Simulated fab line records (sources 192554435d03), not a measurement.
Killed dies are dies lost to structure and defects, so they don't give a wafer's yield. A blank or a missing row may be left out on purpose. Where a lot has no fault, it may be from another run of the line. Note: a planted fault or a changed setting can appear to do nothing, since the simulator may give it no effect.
One fault through the eyes of 2 desks	flow n5_finfet	what lay behind the numbers comes last; until then each desk has only its own

FROM THE METROLOGY DESK
Means of the sampled wafers that have a number, per lot and without regard to the tool the lot ran on: this is what the gauges read. Any lot whose mean is over 4 standard deviations away from the usual mean is out of limits and marked OUT; that distance is given in the brackets.
Columns: A = MIM_BOT_OVL at N5_MIM_BOT_LITHO_OVL_MEAS_11, usual -1 nm
lot	first seen here	A
L649	day 10 23:37	-6
L652	day 11 12:20	-7
L653	day 11 23:46	-3
L654	day 12 05:39	2
L657	day 15 00:32	-1
L655	day 15 20:19	2
L659	day 16 00:07	2
L664	day 16 18:35	6
L667	day 17 02:14	7
L670	day 17 11:30	-2
L671	day 18 00:04	-1
L656	day 18 02:31	8
This desk found nothing out of limits on any of the 12 lots.

THE TOOL OWNER'S DESK: krf_scanner-02
The tool's own readings at N5_MIM_BOT_LITHO_EXPOSE_05 (exposes mask MIM BOT): means of the sampled wafers that have a number, for each lot that ran on this tool. Any lot whose mean is over 4 standard deviations away from the usual mean is out of limits and marked OUT; that distance is given in the brackets.
Columns: A = exposure_dose_mJ_cm2 at N5_MIM_BOT_LITHO_EXPOSE_05, usual 24.245; B = focus_offset_nm at N5_MIM_BOT_LITHO_EXPOSE_05, usual 0.1 nm
lot	first seen here	A	B
L649	day 10 23:24	24.221	-0.1
L652	day 11 12:08	24.229	-0.9
L653	day 11 23:34	24.260	-0.6
L654	day 12 05:28	24.216	-0.7
L657	day 15 00:20	24.260	0.3
L659	day 15 23:54	24.241	1.2
L670	day 17 11:18	24.251	-0.1
L671	day 17 23:51	24.247	0.1
L656	day 18 02:19	24.237	0.3
This desk found nothing out of limits on any of the 9 lots.

PUT TOGETHER
Nothing out of limits was seen by the metrology desk.
The desk of the tool owner found nothing out of limits.

WHAT THE SIMULATOR PUT IN
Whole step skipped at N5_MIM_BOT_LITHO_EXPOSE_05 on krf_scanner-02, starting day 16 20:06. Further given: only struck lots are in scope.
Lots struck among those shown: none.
